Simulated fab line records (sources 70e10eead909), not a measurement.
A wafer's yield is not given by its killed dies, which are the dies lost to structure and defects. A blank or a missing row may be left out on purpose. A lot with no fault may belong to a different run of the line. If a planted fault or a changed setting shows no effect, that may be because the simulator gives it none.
A lot that was struck, set against a sound lot :: flow nandHarc :: 42 steps out of a route of 1302
Sound: the wafers L916.2, L916.4, L916.5. Struck: wafers L920.1, L920.2, L920.4. Last of all comes the cause.
Per side, at each step with rows, come the tool, then ch with its chambers, and then its first start. Under that, the readings that differ: sound wafers :: struck wafers :: difference of the means :: sigmas: that difference in standard deviations of wafers without a fault.
alike: readings whose means differ by less than 2 such deviations, and words and numbers that are the same on both sides. not compared: withheld readings, readings that some wafer has no value for, bounds like >300 that may hide the same value, and numbers for which the record gives no deviation and whose values overlap.
A row with sigmas, a row that says differs or no value, or rows on one side alone: a step with any of these is where the two part. Numbers that have no deviation but don't overlap get no sigmas and don't part them. A reading that every wafer of one side lacks parts them only if that side has two wafers or more.

first, 3 steps without rows for these wafers: NHARC_A_CHANNEL_HOLE_D1_STRIP_41 (strips in N2/H2); NHARC_A_CHANNEL_HOLE_D1_STRIP_42 (strips in CF4/CHF3); NHARC_A_CHANNEL_HOLE_D1_STRIP_43 (strips in O2/COS).
NHARC_A_CHANNEL_HOLE_D1_ETCH_44: etches the open film in CF4/O2, target depth 140 nm, overetch 14 nm, time 77 s.
  sound on rieDiel-07 ch 1,2,3, day 11 11:06; struck on rieDiel-11 ch 0,2,3, day 13 00:10
  alike: drypumpMotorCurrentA, oes_ar_750_au, oesProductAu, rfVppV, showerheadPlenumPTorr, throttleValvePct
  not compared: rfHoursCounterH
then, 3 steps without rows for these wafers: NHARC_A_CHANNEL_HOLE_D1_STRIP_27 (strips in O2); NHARC_A_CHANNEL_HOLE_D1_PRECLEAN_28 (cleans in SC1); NHARC_A_CHANNEL_HOLE_D1_SRD_29.
NHARC_A_CHANNEL_HOLE_D1_CD_MEAS_30:
  sound on cdSem-03, day 11 11:52; struck on cdSem-02, day 13 00:58
  alike: cdNm
NHARC_A_CHANNEL_HOLE_D1_XSEM_31:
  sound on xsem-02 ch 0, day 11 11:58; struck on xsem-02 ch 0, day 13 01:03
reading: tiltDeg (degrees)
sound: 0.13 0.14 0.13
struck: 0.03 0.03 0.03
difference: -0.10
sigmas: -3
  alike: botCdNm, bowNm
NHARC_A_CHANNEL_HOLE_D1_INSPECT_40:
  sound on defectInspect-01, day 11 12:04; struck on defectInspect-01, day 13 01:09
  alike: rawDefectCount
then, 2 steps without rows for these wafers: NHARC_A_CHANNEL_FILL_D1_PRECLEAN_00 (cleans in SC1); NHARC_A_CHANNEL_FILL_D1_SRD_01.
NHARC_A_CHANNEL_FILL_D1_ALD_02: deposits SiO2, target thk 6 nm, pulse time 10 s, ald cycles 60.
  sound on aldHk-04 ch 0,1, day 11 12:16; struck on aldHk-04 ch 0,1,3, day 13 01:56
reading: aldCycles
sound: 60 60 60
struck: 72 72 72
difference: +12
sigmas: 
  alike: heaterPowerW, precursorPulseHeightRel
NHARC_A_CHANNEL_FILL_D1_ALD_03: deposits SiNx, target thk 6 nm, pulse time 60 s, ald cycles 58.
  sound on aldSinBatch-01 ch 0; struck on aldSinBatch-01 ch 0
reading: chamberPressureTorr (Torr)
sound: 2.007 2.004 2.008
struck: 1.999 1.994 1.994
difference: -0.011
sigmas: -2
  alike: aldCycles, precursorPulseHeightRel
then, 2 steps without rows for these wafers: NHARC_A_CHANNEL_FILL_D1_ALD_14 (deposits SiO2, target thk 2.5 nm, pulse time 10 s, ald cycles 25); NHARC_A_CHANNEL_FILL_D1_ALD_15 (deposits SiNx, target thk 2 nm, pulse time 60 s, ald cycles 19).
NHARC_A_CHANNEL_FILL_D1_ALD_16: deposits SiO2, target thk 1.5 nm, pulse time 10 s, ald cycles 15.
  sound on aldHk-01 ch 1,2,3, day 12 00:29; struck on aldHk-01 ch 0,2,3, day 13 14:08
  alike: aldCycles, heaterPowerW, precursorPulseHeightRel
then, 9 steps without rows for these wafers: NHARC_A_CHANNEL_FILL_D1_ANNEAL_17 (time 1800 s); NHARC_A_CHANNEL_FILL_D1_CVD_18 (deposits poly-Si, target thk 3 nm); NHARC_A_CHANNEL_FILL_D1_ETCHBACK_19 (etches the open film in HBr/Cl2, target depth 5 nm, time 1.7 s); NHARC_A_CHANNEL_FILL_D1_ETCHBACK_20 (etches the open film in C4F8/O2/Ar, target depth 27 nm, time 13.5 s); NHARC_A_CHANNEL_FILL_D1_STRIP_28 (strips in O2, time 20 s); NHARC_A_CHANNEL_FILL_D1_PRECLEAN_21 (cleans in dHF, time 30 s); NHARC_A_CHANNEL_FILL_D1_SRD_23; NHARC_A_CHANNEL_FILL_D1_CVD_05 (deposits poly-Si, target thk 5 nm); NHARC_A_CHANNEL_FILL_D1_ANNEAL_22 (time 7200 s).
NHARC_A_CHANNEL_FILL_D1_THK_MEAS_06: measures by ellipsometry.
  sound on filmMetro-01, day 12 23:57; struck on filmMetro-02, day 14 15:14
  alike: thkNm
then, 6 steps without rows for these wafers: NHARC_A_CHANNEL_FILL_D1_ALD_25 (deposits SiOx, target thk 60 nm, pulse time 10 s, ald cycles 600); NHARC_A_CHANNEL_FILL_D1_ETCHBACK_08 (etches the open film in C4F8, target depth 220 nm, time 110 s); NHARC_A_CHANNEL_FILL_D1_STRIP_29 (strips in O2, time 20 s); NHARC_A_CHANNEL_FILL_D1_PRECLEAN_30 (cleans in dHF, time 30 s); NHARC_A_CHANNEL_FILL_D1_SRD_31; NHARC_A_CHANNEL_FILL_D1_CVD_09 (deposits poly-Si, target thk 150 nm, time 3000 s).
NHARC_A_CHANNEL_FILL_D1_CMP_10: polishes, target thk 150 nm.
  sound on cmp-04 ch 0,1, day 13 11:29; struck on cmp-01 ch 0,1,2, day 15 06:31
  alike: motorCurrentA, timeToEndpointS
then, 1 step without rows for these wafers: NHARC_A_CHANNEL_FILL_D1_SRD_12.
NHARC_A_CHANNEL_FILL_D1_INSPECT_13:
  sound on defectInspect-01, day 13 11:53; struck on defectInspect-01, day 15 06:55
  alike: rawDefectCount
then, 4 steps without rows for these wafers: NHARC_A_DECK1_JOINT_ETCHBACK_07 (etches the open film in HBr, target depth 105 nm, time 26.9 s); NHARC_A_DECK1_JOINT_ETCH_25 (etches SiO2 in dHF, target depth 0.5 nm); NHARC_A_DECK1_JOINT_ETCH_19 (etches poly-Si in TMAH, target depth 3 nm); NHARC_A_DECK1_JOINT_ETCH_18 (etches SiO2 in dHF, target depth 3 nm).
-- jump in the record: it breaks off in module A_DECK1_JOINT and resumes in module END (first step shown: number 1301 of the route), and 14 days separate the struck wafers' starts before and after --
NHARC_END_WLT_00:
  sound on prober-02, day 26 18:41; struck on prober-02, day 28 20:12
reading: VT_DECK1_BOTTOM
sound: 0.867 0.866 0.870
struck: 0.889 0.877 0.897
difference: +0.020
sigmas: +3

reading: VT_DECK1_BOTTOM_INNER
sound: 0.864 0.866 0.874
struck: 0.887 0.888 0.884
difference: +0.018
sigmas: +3

reading: VT_DECK1_MEDIAN_NEAR_BOTTOM
sound: 0.867 0.872 0.876
struck: 0.878 0.884 0.893
difference: +0.013
sigmas: +2

reading: VT_DECK1_MEDIAN_NEAR_BOTTOM_INNER
sound: 0.867 0.871 0.867
struck: 0.891 0.887 0.894
difference: +0.022
sigmas: +4

reading: VT_DECK1_MIDDLE
sound: 0.885 0.885 0.886
struck: 0.905 0.905 0.912
difference: +0.022
sigmas: +3

reading: VT_DECK1_MIDDLE_INNER
sound: 0.887 0.883 0.885
struck: 0.904 0.898 0.901
difference: +0.016
sigmas: +3

reading: VT_DECK1_TOP
sound: 0.898 0.902 0.888
struck: 0.925 0.919 0.913
difference: +0.023
sigmas: +3

reading: VT_DECK1_TOP_INNER
sound: 0.890 0.894 0.888
struck: 0.920 0.916 0.917
difference: +0.027
sigmas: +5
  alike: VT_DECK2_BOTTOM, VT_DECK2_BOTTOM_INNER, VT_DECK2_MEDIAN_NEAR_BOTTOM, VT_DECK2_MEDIAN_NEAR_BOTTOM_INNER, VT_DECK2_MIDDLE, VT_DECK2_MIDDLE_INNER, VT_DECK2_TOP, VT_DECK2_TOP_INNER
NHARC_END_SORT_01:
  the record has rows for the sound wafers here (prober-02 ch 0, day 26 23:35) and none for the struck ones

== WHERE THEY PART ==
Last at NHARC_END_SORT_01 as far as this record goes, first at NHARC_A_CHANNEL_HOLE_D1_XSEM_31.

WHY: what the simulator had put in
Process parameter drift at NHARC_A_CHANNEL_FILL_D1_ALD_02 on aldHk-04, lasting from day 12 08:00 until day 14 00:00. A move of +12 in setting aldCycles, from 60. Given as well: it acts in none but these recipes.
